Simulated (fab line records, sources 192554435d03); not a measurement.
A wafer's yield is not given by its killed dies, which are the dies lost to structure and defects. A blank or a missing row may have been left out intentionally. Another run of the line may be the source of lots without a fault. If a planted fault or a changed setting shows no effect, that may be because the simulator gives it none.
fab line records	flow n5Finfet
record: lots: 8	wafers: 24	lastDay: 17
route steps=1938 shown MOL_CONTACT_COAG@627 BEOL_M0_SAQP@637 BEOL_M0_CUTY@710 BEOL_M4@1111 PASSIVATION@1936
lots that met no fault: from a run of the same line without faults
startH: start of the lot's first displayed wafer, in hours after the record's first day	waitH: hours from the lot's prior step to this one	" unchanged from the row above	L1.1+2: a single row standing in for several wafers	- no value present, or no start provided	* or withheld: withheld	< > ~ a bound
route shown NAME@n: names a module that has steps shown in the file, with the first one's number in the route	usual: mean/standard deviation taken from wafers without a fault	same: alike in all rows	chamber/n: place in a boat	sites: readings site by site	_std_site: standard deviation of those values	_edge_site: outer sites' mean less inner sites'	radiusMm: for every site, how far away it sits from the centre of the wafer	mask NAME#n: copy n	behind: the last tool/chamber to shape the wafer	hold: what put the lot on hold/how long, in hours/how the hold closed	device: transistor that didn't switch, given as n, p or np	end of line: the tests these same wafers got at the end of their route	for a step that has no rows: nothing shown but its recipe	killed: dies that structure and defects cost at the first sort, which is not the same as the wafer's yield	map: the dies of a wafer, with x for killed, . for not killed, _ for no die there
set.NAME: setting as actually run; set.NAME@STEP: the setting as run at that earlier step	model.NAME: the simulator's own value behind a step, which no gauge read
steps of the route over a sample of lots; a table a step, a row a wafer
services: the hour from which a tool's chamber was out of use, counted from the record's first day as startH (under 0 if before that day), plus the number of hours and why
== steps ==
step: N5_MOL_CONTACT_COAG_CMP_52
recipe: stopOn: SiO2	tOverpolishS: 1.5	postCmpClean: wDiluteNh4oh	downForcePsi: 4	platenRpm: 50.289	padVelocityMS: 1.0006	targetThkNm: 66.5
usual: motorCurrentA: 12.6/1.3	overpolishRunS: 1.499/0.0087	timeToEndpointS: 13.3/2.4
lot.wafer	tool	chamber	startH	waitH	motorCurrentA	overpolishRunS	timeToEndpointS
L595.1	cmp-03	2	123.92	0.1	13.5	1.499	17.8
L595.4	"	0	"	"	12.2	1.513	14.6
L595.5	"	3	"	"	13.1	1.489	18.0
L596.1	cmp-04	1	131.54	0.0	13.6	1.500	15.2
L596.4	"	3	"	"	13.6	1.494	13.5
L596.6	"	1	"	"	14.0	1.502	13.4
L601.2	cmp-03	2	166.35	0.0	13.7	1.504	11.4
L601.1	"	0	"	"	12.7	1.493	13.7
L601.6	"	3	"	"	12.8	1.494	13.7
L605.2	cmp-03	2	188.60	0.0	13.6	1.493	16.2
L605.5	"	2	"	"	14.1	1.497	16.5
L605.6	"	3	"	"	12.5	1.517	16.0
L608.3	cmp-02	0	203.93	0.2	10.2	1.502	10.8
L608.2	"	2	"	"	12.2	1.498	12.8
L608.1	"	3	"	"	11.3	1.487	10.0
L609.2	cmp-03	1	212.83	0.1	12.9	1.502	10.8
L609.4	"	2	"	"	13.0	1.503	13.2
L609.5	"	1	"	"	12.3	1.500	8.0
L610.1	cmp-04	3	218.12	0.1	12.4	1.493	12.7
L610.5	"	0	"	"	10.8	1.508	13.3
L610.6	"	1	"	"	14.4	1.490	13.7
L612.2	cmp-04	1	225.97	0.0	14.4	1.495	11.6
L612.4	"	3	"	"	14.2	1.509	12.9
L612.5	"	2	"	"	13.7	1.495	12.5
step: N5_BEOL_M0_SAQP_PECVD_97
recipe: material: SiNx	targetThkA: 230	tempC: 350	precursor: SiH4/NH3/N2	pressureTorr: 1.5	rfW: 300	timeS: 19.9
usual: heaterPowerW: 546/75	showerheadPlenumPTorr: 5.14/0.067	throttleValvePct: 40.0/2.6
lot.wafer	tool	chamber	startH	waitH	heaterPowerW	showerheadPlenumPTorr	throttleValvePct
L595.1	pecvd-02	1	127.92	0.0	528	5.10	43.0
L595.4	"	2	"	"	457	5.19	36.2
L595.5	"	1	"	"	524	5.11	42.6
L596.1	pecvd-04	1	136.14	0.0	613	5.16	36.0
L596.4	"	0	"	"	605	5.24	38.6
L596.6	"	2	"	"	529	5.17	41.1
L601.1	pecvd-04	1	174.89	0.0	545	5.16	36.0
L601.2	"	0	"	"	617	5.25	39.0
L601.6	"	0	"	"	626	5.24	39.1
L605.2	pecvd-04	0	193.40	0.0	595	5.24	38.9
L605.5	"	1	"	"	622	5.16	36.3
L605.6	"	0	"	"	617	5.24	39.0
L608.1	pecvd-01	1	209.41	0.0	532	5.16	39.5
L608.2	"	0	"	"	577	5.19	42.3
L608.3	"	2	"	"	526	5.13	38.0
L609.2	pecvd-01	0	217.84	0.0	610	5.19	42.5
L609.4	"	2	"	"	567	5.13	38.1
L609.5	"	1	"	"	533	5.16	39.1
L610.1	pecvd-02	2	221.97	0.0	432	5.18	36.7
L610.5	"	0	"	"	719	5.00	43.8
L610.6	"	1	"	"	481	5.11	42.7
L612.2	pecvd-02	0	232.34	0.0	711	5.00	44.1
L612.4	"	0	"	"	700	5.00	43.8
L612.5	"	2	"	"	381	5.18	36.8
step: N5_BEOL_M0_SAQP_CD_MEAS_14
recipe: targetCdNm: 42.5	landingEnergyEv: 500	detector: seInlens
usual: cdNm: 42.5/0.31
lot.wafer	tool	chamber	startH	waitH	cdNm
L595.1	cdSem-02	0	128.54	-	42.3
L595.4	"	0	"	"	42.3
L595.5	"	0	"	"	42.3
L596.1	cdSem-01	0	136.63	-	42.4
L596.4	"	0	"	"	42.3
L596.6	"	0	"	"	42.9
L601.1	cdSem-03	0	175.50	-	42.8
L601.2	"	0	"	"	42.6
L601.6	"	0	"	"	42.4
L605.2	cdSem-01	0	194.02	-	42.2
L605.5	"	0	"	"	41.9
L605.6	"	0	"	"	42.3
L608.1	cdSem-02	0	209.94	-	42.7
L608.2	"	0	"	"	42.6
L608.3	"	0	"	"	42.4
L609.2	cdSem-01	0	218.46	-	42.8
L609.4	"	0	"	"	42.4
L609.5	"	0	"	"	43.0
L610.1	cdSem-02	0	222.46	-	42.4
L610.5	"	0	"	"	42.6
L610.6	"	0	"	"	42.8
L612.2	cdSem-01	0	232.83	-	42.3
L612.4	"	0	"	"	42.4
L612.5	"	0	"	"	42.5
step: N5_BEOL_M0_SAQP_INSPECT_16
recipe: mode: adi	inspectInstrument: brightfield
usual: rawDefectCount: 508/120
lot.wafer	tool	chamber	startH	waitH	rawDefectCount
L595.1	defectInspect-02	-	128.59	0.0	415
L595.4	"	-	"	"	389
L595.5	"	-	"	"	505
L596.1	defectInspect-01	-	136.68	0.0	384
L596.4	"	-	"	"	520
L596.6	"	-	"	"	460
L601.1	defectInspect-01	-	175.56	0.0	410
L601.2	"	-	"	"	451
L601.6	"	-	"	"	423
L605.2	defectInspect-02	-	194.07	0.0	394
L605.5	"	-	"	"	1500
L605.6	"	-	"	"	477
L608.1	defectInspect-02	-	209.99	0.0	418
L608.2	"	-	"	"	401
L608.3	"	-	"	"	602
L609.2	defectInspect-02	-	218.51	0.0	494
L609.4	"	-	"	"	560
L609.5	"	-	"	"	429
L610.1	defectInspect-01	-	222.52	0.0	470
L610.5	"	-	"	"	464
L610.6	"	-	"	"	413
L612.2	defectInspect-01	-	232.89	0.0	534
L612.4	"	-	"	"	673
L612.5	"	-	"	"	694
step: N5_BEOL_M0_SAQP_STRIP_86
recipe: chemistry: N2/H2	powerW: 500	tempC: 40	pressureMtorr: 50	rfFrequencyHz: 6e+07	overashFraction: 0.3	biasPowerW: 28	h2Frac: 0.5	n2FlowSccm: 300	h2FlowSccm: 300
usual: drypumpMotorCurrentA: 5.8/0.52	oesProductAu: 0.83/0.085	rfVppV: 122.3/1.5	showerheadPlenumPTorr: 3.42/0.1	throttleValvePct: 18.72/0.21
same: overashFraction: 0.3
lot.wafer	tool	chamber	startH	waitH	drypumpMotorCurrentA	oesProductAu	rfHoursCounterH	rfVppV	showerheadPlenumPTorr	throttleValvePct
L595.1	rieDiel-02	2	129.08	0.1	5.1	0.83	69	120.4	3.27	18.76
L595.4	"	1	"	"	5.8	0.71	224	121.2	3.31	19.08
L595.5	"	0	"	"	6.1	0.78	-	123.8	3.52	18.92
L596.1	rieDiel-02	1	137.10	0.1	5.8	0.70	227	123.0	3.31	19.11
L596.4	"	0	"	"	6.1	0.78	132	121.5	3.52	18.89
L596.6	"	0	"	"	6.1	0.77	-	120.4	3.52	18.90
L601.1	rieDiel-03	0	176.02	0.1	5.7	0.94	17	119.8	3.30	18.29
L601.2	"	1	"	"	6.6	0.73	198	121.8	3.46	18.78
L601.6	"	1	"	"	6.6	0.73	-	125.4	3.46	18.79
L605.2	rieDiel-03	1	194.48	0.1	6.6	0.73	205	122.7	3.46	18.81
L605.5	"	1	"	"	6.6	0.73	-	122.1	3.46	18.82
L605.6	"	0	"	"	5.7	0.92	-	122.2	3.30	18.28
L608.1	rieDiel-02	2	210.87	0.2	5.0	0.80	91	122.2	3.26	18.81
L608.2	"	3	"	"	4.9	0.68	243	120.6	3.44	18.75
L608.3	"	0	"	"	6.1	0.76	151	121.7	3.51	18.95
L609.2	rieDiel-03	1	218.92	0.1	6.5	0.72	212	119.8	3.46	18.82
L609.4	"	0	"	"	5.7	0.91	30	119.8	3.29	18.31
L609.5	"	0	"	"	5.7	0.93	-	121.8	3.29	18.32
L610.1	rieDiel-03	3	222.93	0.1	5.8	0.90	37	123.0	3.42	18.79
L610.5	"	3	"	"	5.8	0.88	-	120.9	3.42	18.81
L610.6	"	0	"	"	5.7	0.91	-	122.2	3.29	18.33
L612.2	rieDiel-03	3	233.57	0.3	5.8	0.90	42	122.1	3.41	18.80
L612.4	"	3	"	"	5.7	0.88	-	119.9	3.41	18.80
L612.5	"	1	"	"	6.6	0.72	-	121.9	3.45	18.83
step: N5_BEOL_M0_SAQP_INSPECT_42
recipe: mode: adi	inspectInstrument: brightfield
usual: rawDefectCount: 299/96
lot.wafer	tool	chamber	startH	waitH	rawDefectCount
L595.1	defectInspect-02	-	133.78	0.1	199
L595.4	"	-	"	"	237
L595.5	"	-	"	"	241
L596.1	defectInspect-02	-	140.72	0.1	209
L596.4	"	-	"	"	254
L596.6	"	-	"	"	246
L601.1	defectInspect-01	-	179.95	0.1	199
L601.2	"	-	"	"	224
L601.6	"	-	"	"	335
L605.2	defectInspect-02	-	198.03	0.0	275
L605.5	"	-	"	"	1412
L605.6	"	-	"	"	414
L608.1	defectInspect-01	-	214.74	0.1	216
L608.2	"	-	"	"	316
L608.3	"	-	"	"	326
L609.2	defectInspect-01	-	223.04	0.0	373
L609.4	"	-	"	"	437
L609.5	"	-	"	"	343
L610.1	defectInspect-02	-	226.36	0.1	310
L610.5	"	-	"	"	244
L610.6	"	-	"	"	272
L612.2	defectInspect-01	-	237.61	0.0	445
L612.4	"	-	"	"	416
L612.5	"	-	"	"	415
step: N5_BEOL_M0_CUTY_INSPECT_59
recipe: mode: adi	inspectInstrument: macro
usual: rawDefectCount: 2.0/1.5
lot.wafer	tool	chamber	startH	waitH	rawDefectCount
L595.1	defectInspect-01	-	135.82	0.0	4
L595.4	"	-	"	"	0
L595.5	"	-	"	"	1
L596.1	defectInspect-02	-	142.33	0.0	4
L596.4	"	-	"	"	5
L596.6	"	-	"	"	1
L601.1	defectInspect-02	-	181.65	0.0	1
L601.2	"	-	"	"	2
L601.6	"	-	"	"	2
L605.2	defectInspect-02	-	199.45	0.0	3
L605.5	"	-	"	"	>300
L605.6	"	-	"	"	1
L608.1	defectInspect-02	-	216.30	0.0	0
L608.2	"	-	"	"	5
L608.3	"	-	"	"	0
L609.2	defectInspect-01	-	224.50	0.0	1
L609.4	"	-	"	"	1
L609.5	"	-	"	"	0
L610.1	defectInspect-02	-	227.76	0.0	4
L610.5	"	-	"	"	0
L610.6	"	-	"	"	1
L612.2	defectInspect-01	-	239.19	0.0	2
L612.4	"	-	"	"	3
L612.5	"	-	"	"	2
step: N5_BEOL_M4_RC_MEAS_101
usual: DIBL_N: 36.3/1.4	DIBL_P: 36.2/1.5	IOFF_N: 0.160/0.021	IOFF_P: 0.211/0.027	ION_N: 676/7.7	ION_P: 463/5.5	SS_N: 71.4/0.57	SS_P: 73.3/0.58	VT_N: 249.3/2.5	VT_P: -250.1/2.6
lot.wafer	tool	chamber	startH	waitH	DIBL_N[mV/V]	DIBL_P[mV/V]	IOFF_N[nA/um]	IOFF_P[nA/um]	ION_N[uA/um]	ION_P[uA/um]	SS_N[mV/dec]	SS_P[mV/dec]	VT_N[mV]	VT_P[mV]
L595.1	prober-02	0	189.07	0.0	37.4	38.7	0.190	0.217	691	466	71.3	72.6	247.0	-251.9
L595.4	"	0	"	"	35.2	35.6	0.150	0.176	671	457	70.5	72.5	248.2	-253.0
L595.5	"	0	"	"	37.5	38.4	0.201	0.208	688	466	71.4	72.7	245.2	-251.5
L596.1	prober-02	0	192.73	0.0	34.6	34.4	0.129	0.152	674	452	71.2	73.3	254.6	-257.9
L596.4	"	0	"	"	36.3	36.7	0.158	0.173	669	454	71.3	74.3	249.1	-257.4
L596.6	"	0	"	"	37.5	37.7	0.168	0.185	671	449	72.1	74.0	251.6	-253.5
L601.1	prober-01	0	244.78	0.0	34.8	33.4	0.129	0.172	665	459	71.0	72.6	253.6	-249.8
L601.2	"	0	"	"	37.6	37.7	0.172	0.227	680	464	71.2	73.9	246.5	-248.4
L601.6	"	0	"	"	35.2	33.9	0.131	0.173	677	459	71.1	72.5	250.5	-249.7
L605.2	prober-01	0	249.96	0.2	36.1	35.9	0.178	0.230	679	475	72.0	74.0	245.3	-247.7
L605.5	"	0	"	"	36.5	35.2	0.171	0.226	679	467	71.3	73.6	245.6	-244.8
L605.6	"	0	"	"	36.4	35.9	0.180	0.238	681	464	71.5	73.9	246.9	-247.4
L608.1	prober-02	0	265.66	0.0	36.1	35.1	0.162	0.204	672	465	71.2	72.9	248.7	-249.9
L608.2	"	0	"	"	36.1	34.6	0.162	0.194	681	463	71.5	73.4	248.9	-252.3
L608.3	"	0	"	"	35.0	33.8	0.150	0.184	680	463	70.9	72.8	250.5	-251.6
L610.1	prober-02	0	276.11	0.0	35.1	33.6	0.140	0.178	667	459	70.2	72.8	251.3	-250.3
L610.5	"	0	"	"	35.0	34.5	0.153	0.185	680	460	71.4	73.0	246.7	-255.1
L610.6	"	0	"	"	34.2	33.2	0.135	0.174	668	455	70.4	72.7	249.4	-253.7
L609.2	prober-02	0	283.61	0.2	35.0	34.3	0.146	0.194	679	467	70.6	72.6	249.2	-249.9
L609.4	"	0	"	"	35.2	34.6	0.144	0.202	667	462	70.2	72.6	249.8	-249.2
L609.5	"	0	"	"	38.0	37.7	0.191	0.251	679	467	70.8	73.4	243.9	-248.9
L612.2	prober-01	0	300.78	0.2	36.7	38.9	0.172	0.245	678	468	71.2	73.8	248.6	-249.6
L612.4	"	0	"	"	34.1	35.2	0.128	0.191	662	462	70.9	72.5	250.9	-248.4
L612.5	"	0	"	"	34.5	36.2	0.141	0.199	671	461	70.6	73.5	251.8	-251.2
step: N5_PASSIVATION_PROBE_49
usual: defectLimitedYield: 91.3/1.4	killed_at_M0_to_M3: 34/10	killed_at_M4_up: 13/4.8	killedAtContacts: 12/6.1	killedAtFrontEnd: 40/11	killedAtOther: 3.7/2.8	killedDies: 103/16	killedOnRim: 13/3.6	killedOpen: 67/12	killedShort: 34/7.4	sort_bin_5_function: 5.1/0.95	sort_bin_6_memory: 3.2/0.62	sortNPass: 1077/16	sortYieldPct: 91.3/1.4
same: grossDies: 1180	killedAtBackSide: 0	sort_bin_4_leakage[%]: 0	sort_bin_8_speed[%]: 0
lot.wafer	tool	chamber	startH	waitH	defectLimitedYield[%]	killed_at_M0_to_M3	killed_at_M4_up	killedAtContacts	killedAtFrontEnd	killedAtOther	killedDies	killedOnRim	killedOpen	killedShort	sort_bin_5_function[%]	sort_bin_6_memory[%]	sortNPass	sortYieldPct[%]
L605.2	prober-02	-	361.02	0.1	93.6	32	10	10	21	2	75	12	53	21	4.0	2.1	1105	93.6
L605.5	prober-02	-	361.17	0.2	89.2	80	6	9	33	0	128	25	43	19	6.6	2.3	1052	89.2
L605.6	prober-02	-	361.22	0.3	92.6	28	11	12	35	1	87	13	59	28	4.3	3.0	1093	92.6
killed by level:class
L605.2 MOL_CONTACT_COAG:geometricParticle:open=10 BEOL_M2:geometricParticle:open=6 BEOL_M0_SAQP:geometricParticle:open=5 BEOL_M1:geometricParticle:open=5 FIN_SAQP:geometricParticle:open=4 DUMMY_GATE:geometricParticle:open=4 BEOL_M0_SAQP:geometricParticle:short=4 BEOL_M3:geometricParticle:open=4
L605.5 BEOL_M0_SAQP:unspecified=64 MOL_CONTACT_COAG:geometricParticle:open=8 FIN_SAQP:geometricParticle:open=7 FIN_SAQP:geometricParticle:short=6 STI_FIN_REVEAL:geometricParticle:open=6 BEOL_M0_SAQP:geometricParticle:open=6 BEOL_M1:geometricParticle:open=5 STARTING-WAFER:geometricParticle:short=5
L605.6 STI_FIN_REVEAL:geometricParticle:open=8 BEOL_M1:geometricParticle:open=8 MOL_CONTACT_COAG:geometricParticle:short=6 MOL_CONTACT_COAG:geometricParticle:open=6 STARTING-WAFER:geometricParticle:open=6 BEOL_M2:geometricParticle:open=5 BEOL_M3:geometricParticle:open=5 FIN_SAQP:geometricParticle:open=4
== services ==
tool	chamber	startH	hours	kind
cmp-04	-	100.79	0.7	repair
cmp-04	-	104.28	4.8	pm
cmp-02	-	118.16	4.0	pm
pecvd-04	-	121.24	0.4	repair
rieDiel-02	0	141.71	3.3	repair
pecvd-01	-	145.65	1.2	repair
cmp-03	-	148.96	0.9	repair
rieDiel-03	3	151.46	4.3	repair
pecvd-01	-	154.03	5.5	pm
cmp-04	-	159.52	1.4	repair
rieDiel-03	2	170.31	8.0	repair
cmp-04	-	171.25	1.6	repair
pecvd-02	-	189.03	6.0	pm
cmp-04	-	189.08	0.5	repair
cmp-03	-	193.33	4.0	pm
cmp-03	-	197.70	1.8	repair
cmp-03	-	200.88	9.4	pm
cmp-04	-	200.94	6.7	repair
rieDiel-03	3	214.67	3.1	repair
cmp-03	-	214.96	4.3	pm
rieDiel-02	-	219.04	0.7	repair
cmp-03	-	223.26	2.5	repair
rieDiel-03	2	224.91	9.3	repair
cmp-02	-	230.48	1.0	repair
== key ==
firstSign: step: N5_BEOL_M0_SAQP_INSPECT_16	reading: rawDefectCount	direction: up	sigmas: 8.3	usual: 508	struck: 1500
effect: step: N5_BEOL_M0_SAQP_INSPECT_42	reading: rawDefectCount	direction: up	sigmas: 12	usual: 299	struck: 1412
effect: step: N5_BEOL_M0_CUTY_INSPECT_59	reading: rawDefectCount	direction: up	sigmas: 99+	usual: 2.0	struck: >300
effect: step: N5_PASSIVATION_PROBE_49	reading: killed_at_M0_to_M3	direction: up	sigmas: 4.6	usual: 34	struck: 80
moreKillsBornAt: N5_BEOL_M0_SAQP_PECVD_97@pecvd-04: 64
metAt N5_BEOL_M0_SAQP_PECVD_97
struckLots L605
struckWafers L605.5
notActingAt N5_MOL_CONTACT_COAG_CMP_52,N5_BEOL_M0_SAQP_CD_MEAS_14,N5_BEOL_M0_SAQP_STRIP_86
onsetBetween 174.89 193.40
fault: kind: chamberParticleSource	tool: pecvd-04	chamber: 1	onsetH: 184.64	steps: N5_BEOL_M0_SAQP_PECVD_97	ratePerVisitCm2: 1.7343	endH: 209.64
